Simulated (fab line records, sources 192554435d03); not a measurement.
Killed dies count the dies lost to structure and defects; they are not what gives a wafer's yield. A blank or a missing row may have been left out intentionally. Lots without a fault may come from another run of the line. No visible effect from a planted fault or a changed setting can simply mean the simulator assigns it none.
Lot-split experiment | flow n5Finfet | 21 wafers read across 7 lots, on a route 1938 steps long

THE SPLIT
At N5_BEOL_M1_ETCH_70 (etches SOC in N2/H2, target depth 80 nm, overetch 16 nm, time 120 s), the setting timeS was moved away from the recipe's 120 s on 7 of the 21 wafers read, by -15.6% to +21.9%. The other wafers ran this setting at the recipe's value.

The reading comes from the split's own step.

THE READING
SiARC_of_BEOL_M1_COAT_68.thkNm (the simulator's own value, which no gauge read), in nm, at N5_BEOL_M1_ETCH_70 (etches SOC in N2/H2, target depth 80 nm, overetch 16 nm, time 120 s). No usual value for it is given in the file. Here, 14 wafers ran the recipe; their average is 6.4 nm with a standard deviation of 0.22 nm.

wafer  | tool, chamber at the split | timeS as run, s | against the recipe | SiARC_of_BEOL_M1_COAT_68.thkNm, nm | against lot-mates on the recipe
L078.1 | rieDiel-04, 3              | 120             | recipe             | 6.2                                | -
L078.4 | rieDiel-04, 0,1            | 146.3           | +21.9%             | 5                                  | -1.2
L078.6 | rieDiel-04, 0,1            | 146.3           | +21.9%             | 5                                  | -1.2
L079.2 | rieDiel-01, 0              | 101.3           | -15.6%             | 7.4                                | +1.0
L079.3 | rieDiel-01, 2              | 120             | recipe             | 6.4                                | -
L079.5 | rieDiel-01, 1              | 101.3           | -15.6%             | 7.2                                | +0.8
L082.4 | rieDiel-01, 1              | 120             | recipe             | 6.4                                | -
L082.5 | rieDiel-01, 1              | 130.3           | +8.6%              | 5.8                                | -0.7
L082.6 | rieDiel-01, 2              | 120             | recipe             | 6.6                                | -
L083.2 | rieDiel-01, 2              | 120             | recipe             | 6.6                                | -
L083.4 | rieDiel-01, 2              | 120             | recipe             | 6.6                                | -
L083.6 | rieDiel-01, 0              | 120             | recipe             | 6.4                                | -
L086.3 | rieDiel-01, 3              | 120             | recipe             | 6                                  | -
L086.6 | rieDiel-01, 3              | 120             | recipe             | 6                                  | -
L086.5 | rieDiel-01, 2              | 120             | recipe             | 6.6                                | -
L093.1 | rieDiel-03, 0              | 120             | recipe             | 6.4                                | -
L093.5 | rieDiel-03, 3              | 107.1           | -10.8%             | 6.6                                | +0.2
L093.6 | rieDiel-03, 2              | 107.1           | -10.8%             | 7.2                                | +0.8
L097.1 | rieDiel-03, 1,0            | 120             | recipe             | 6.4                                | -
L097.6 | rieDiel-03, 1,0            | 120             | recipe             | 6.4                                | -
L097.5 | rieDiel-03, 3              | 120             | recipe             | 6                                  | -
Rows listing several chambers each stand for several wafers; the file does not say which wafer went through which chamber.

THE FIT
A straight line over all 21 wafers: SiARC_of_BEOL_M1_COAT_68.thkNm changes by -0.0601 nm for each +1% of timeS; r = -0.94; the points scatter about the line by 0.21 nm.
The same after taking each lot's own level away (the mean of its wafers on the recipe; 21 wafers): -0.0556 nm for each +1%; r = -0.94; scatter 0.19 nm.
That fit puts the effect of the largest move of timeS on the reading at 1.2 nm.
Across the lots, their own levels run from 6.20 to 6.53 nm, a range of 1.5 times the standard deviation given above.
The two slopes are in agreement: the lot-to-lot level therefore moves the slope only a little.
Check: for one of the wafers moved furthest among these (+21.9%), held out of the fit, the line's prediction against its lot-mates is -1.25 nm. It came out at -1.2 nm against them.

THE FILE'S OWN FIT
SiARC_of_BEOL_M1_COAT_68.thkNm changes by -0.0567 nm for each +1% of timeS, r = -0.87.
